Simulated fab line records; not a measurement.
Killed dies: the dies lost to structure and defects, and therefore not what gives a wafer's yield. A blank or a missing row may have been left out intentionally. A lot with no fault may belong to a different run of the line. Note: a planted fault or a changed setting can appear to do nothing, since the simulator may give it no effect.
Chamber matching || flow n5-finfet || pecvd-02 running N5_BEOL_M7_ILD_DEP_00: 3 sister chambers
The step deposits SiCOH lowk from DEMS/porogen, target thk 179.75 nm, time 33.4 s. 3 wafers are shown with their chamber, then 10 later ones without.

## WAFERS, EACH WITH ITS CHAMBER
{"wafer": "L085.3", "chamber": 1, "heater-power-w (W)": 452}
{"wafer": "L088.1", "chamber": 2, "heater-power-w (W)": 340}
{"wafer": "L088.4", "chamber": 0, "heater-power-w (W)": 440}

## WAFERS WHOSE CHAMBER IS MISSING
{"wafer": "L088.5", "heater-power-w (W)": 268}
{"wafer": "L089.3", "heater-power-w (W)": 324}
{"wafer": "L089.5", "heater-power-w (W)": 400}
{"wafer": "L089.6", "heater-power-w (W)": 477}
{"wafer": "L095.2", "heater-power-w (W)": 366}
{"wafer": "L095.3", "heater-power-w (W)": 480}
{"wafer": "L095.4", "heater-power-w (W)": 381}
{"wafer": "L097.1", "heater-power-w (W)": 487}
{"wafer": "L097.4", "heater-power-w (W)": 415}
{"wafer": "L097.5", "heater-power-w (W)": 307}

## WHICH CHAMBER EACH ONE RAN IN
{"wafer": "L088.5", "from the rows above": 2, "in truth": 2}
{"wafer": "L089.3", "from the rows above": 2, "in truth": 2}
{"wafer": "L089.5", "from the rows above": "can't be placed: 0 or 1 or 2", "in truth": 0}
{"wafer": "L089.6", "from the rows above": "can't be placed: 1 or 0", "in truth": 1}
{"wafer": "L095.2", "from the rows above": "can't be placed: 2 or 0 or 1", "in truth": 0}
{"wafer": "L095.3", "from the rows above": "can't be placed: 1 or 0", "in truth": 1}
{"wafer": "L095.4", "from the rows above": "can't be placed: 2 or 0 or 1", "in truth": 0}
{"wafer": "L097.1", "from the rows above": "can't be placed: 1 or 0", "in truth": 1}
{"wafer": "L097.4", "from the rows above": "can't be placed: 0 or 1 or 2", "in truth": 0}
{"wafer": "L097.5", "from the rows above": 2, "in truth": 2}
Correct placement for 3 of the 10. These rows do not allow placing 7 (true chamber among the candidates in 7). 0 placed wrongly.
How it was worked out, from the rows above alone: a wafer's distance from a chamber is the root of the sum, over the readings, of the square of ((its reading less the chamber's mean) divided by the reading's scatter). If the next closest chamber is less than 2 further off than the closest, the wafer can't be placed; otherwise it belongs to the closest. For every chamber, the mean is computed from those of its wafers that are shown. The scatter: root of mean squared gap, hidden wafer to nearest shown wafer, with one shown wafer a chamber.
